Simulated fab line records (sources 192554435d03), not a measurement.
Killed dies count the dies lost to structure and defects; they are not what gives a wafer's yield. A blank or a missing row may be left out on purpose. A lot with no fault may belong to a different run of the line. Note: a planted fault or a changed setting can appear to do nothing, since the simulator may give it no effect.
2 desks looking at one fault || flow n5-finfet || what lay behind the numbers comes last; until then each desk has only its own

## THE METROLOGY DESK
What the gauges read for every lot (on any tool): the sampled wafers with a number, averaged. Any lot whose mean is over 4 standard deviations away from the usual mean is out of limits and marked OUT; that distance is given in the brackets. It has 11 readings; the 7 that lie furthest out on some lot are the ones shown.
Columns: A = DIBL_N at N5_BEOL_M4_RC_MEAS_101, usual 35.9 mV/V; B = DIBL_P at N5_BEOL_M4_RC_MEAS_101, usual 35.9 mV/V; C = IOFF_N at N5_BEOL_M4_RC_MEAS_101, usual 0.152 nA/um; D = ION_N at N5_BEOL_M4_RC_MEAS_101, usual 673 uA/um; E = ION_P at N5_BEOL_M4_RC_MEAS_101, usual 462 uA/um; F = VT_N at N5_BEOL_M4_RC_MEAS_101, usual 250.3 mV; G = VT_P at N5_BEOL_M4_RC_MEAS_101, usual -250.6 mV
{"lot": "L995", "first seen here": "day 3 17:24", "A": 36.5, "B": 36.8, "C": 0.141, "D": 664, "E": 458, "F": 252.5, "G": -252.3}
{"lot": "L996", "first seen here": "day 4 00:37", "A": 35.4, "B": 36.0, "C": 0.166, "D": 679, "E": 460, "F": 248.2, "G": -251.5}
{"lot": "L102", "first seen here": "day 5 15:52", "A": 35.8, "B": 36.6, "C": 0.147, "D": 686, "E": 467, "F": 251.1, "G": -249.6}
{"lot": "L105", "first seen here": "day 6 07:16", "A": 37.9, "B": 38.0, "C": 0.215, "D": 684, "E": 462, "F": 243.4, "G": -250.8}
{"lot": "L106", "first seen here": "day 6 18:30", "A": 34.5, "B": 35.4, "C": 0.146, "D": 673, "E": 464, "F": 251.4, "G": -249.0}
{"lot": "L110", "first seen here": "day 7 11:11", "A": 37.6, "B": 35.0, "C": 0.141, "D": 679, "E": 457, "F": 250.7, "G": -253.7}
{"lot": "L115", "first seen here": "day 8 17:06", "A": 35.9, "B": 36.1, "C": 0.158, "D": 671, "E": 454, "F": 249.6, "G": -254.8}
{"lot": "L116", "first seen here": "day 8 22:59", "A": 35.1, "B": 36.4, "C": 0.133, "D": 670, "E": 455, "F": 253.8, "G": -255.0}
{"lot": "L118", "first seen here": "day 9 09:58", "A": 35.5, "B": 34.7, "C": 0.137, "D": 667, "E": 471, "F": 251.2, "G": -246.5}
This desk's finding: nothing out of limits on any of the 9 lots.

## DESK OF THE TOOL OWNER: rie-diel-02
The tool's own readings at N5_SDB_ETCH_17 (etches SiARC in CF4, target depth 23.4 nm, time 39 s): means of the sampled wafers that have a number, for each lot that ran on this tool. Any lot whose mean is over 4 standard deviations away from the usual mean is out of limits and marked OUT; that distance is given in the brackets.
Columns: A = cf4-flow-sccm at N5_SDB_ETCH_17, usual 100.0 sccm; B = drypump-motor-current-A at N5_SDB_ETCH_17, usual 5.8 A; C = etch-rf-on-time-s at N5_SDB_ETCH_17, usual 38.8 s; D = oes-product-au at N5_SDB_ETCH_17, usual 0.68 a.u.; E = rf-vpp-V at N5_SDB_ETCH_17, usual 184.4 V; F = showerhead-plenum-p-Torr at N5_SDB_ETCH_17, usual 2.18 Torr; G = throttle-valve-pct at N5_SDB_ETCH_17, usual 15.54 %
{"lot": "L996", "first seen here": "day 4 01:16", "A": 100.0, "B": 5.9, "C": 38.3, "D": 0.69, "E": 184.0, "F": 2.20, "G": 15.44}
{"lot": "L102", "first seen here": "day 5 16:34", "A": 100.0, "B": 6.2, "C": "42.2 (+6.6) OUT", "D": 0.59, "E": 184.2, "F": 2.17, "G": 15.59}
{"lot": "L105", "first seen here": "day 6 07:55", "A": 99.8, "B": 6.2, "C": "42.6 (+7.3) OUT", "D": 0.58, "E": 183.6, "F": 2.16, "G": 15.61}
{"lot": "L118", "first seen here": "day 9 10:36", "A": 100.1, "B": 5.4, "C": 38.4, "D": 0.71, "E": 185.0, "F": 2.26, "G": 15.38}
This desk's finding: out of limits on L102, L105; first on L102, day 5 16:34 (etch-rf-on-time-s at N5_SDB_ETCH_17). Within limits: L996, L118.

## PUT TOGETHER
On L102, L105, at day 5 16:34, an alarm was possible from the tool owner's desk.
The metrology desk saw nothing out of limits.
The metrology desk holds a record of L102, L105, inside its limits.
The lots listed all ran N5_SDB_ETCH_17 on rie-diel-02.

## WHAT THE SIMULATOR HAD INSERTED
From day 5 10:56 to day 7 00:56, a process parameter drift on rie-diel-02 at N5_SDB_ETCH_17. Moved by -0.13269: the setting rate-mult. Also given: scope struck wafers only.
Lots struck among those shown: L102, L105.
Hours from the fault's start to each desk's first reading out of limits: the tool owner's desk, 6.
